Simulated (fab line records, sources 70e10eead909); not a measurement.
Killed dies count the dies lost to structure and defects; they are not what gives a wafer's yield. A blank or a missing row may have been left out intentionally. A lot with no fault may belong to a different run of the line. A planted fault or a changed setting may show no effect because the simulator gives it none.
The tool behind it: which one?	flow nand harc	6 lots, 18 wafers sampled, at 1 step of a route of 1302

## WHAT THE GAUGES READ, wafer by wafer
NHARC_A_SGD_CUT_INSPECT_25.
lot	measured	on	raw defect count
L604	day 19 21:58	defect inspect-02	271 325 342
L607	day 20 23:03	defect inspect-02	438 505 443
L608	day 21 16:47	defect inspect-02	333 357 486
L612	day 23 18:51	defect inspect-01	488 348 413
L622	day 27 18:40	defect inspect-02	414 520 400
L626	day 28 15:07	defect inspect-01	349 307 279

## EACH LOT AND THE TOOL THAT RAN IT (in order: tool; ch and the chambers of the sampled wafers; start)
Record: no process step prior to these readings.

## THE ANSWER, worked out from the rows above alone
Rule: usual is defined by the lots themselves. Put in order of their means at a reading, lots are off if they are a third of the lots or fewer, leave a main group of 4 or more, and stand apart from it by a gap of 3 or more times the standard deviation of the main group's means; of several such gaps the widest counts. Not used: any main group whose means are identical at the precision the tables above print for the reading. Also off: a lot with no number at a reading for which 4 or more lots have one. Where the step has rows for the other lots, those lots are counted as sound.
No lot is off at any reading shown: from this, nothing can be told.

## WHAT WAS PUT IN BY THE SIMULATOR
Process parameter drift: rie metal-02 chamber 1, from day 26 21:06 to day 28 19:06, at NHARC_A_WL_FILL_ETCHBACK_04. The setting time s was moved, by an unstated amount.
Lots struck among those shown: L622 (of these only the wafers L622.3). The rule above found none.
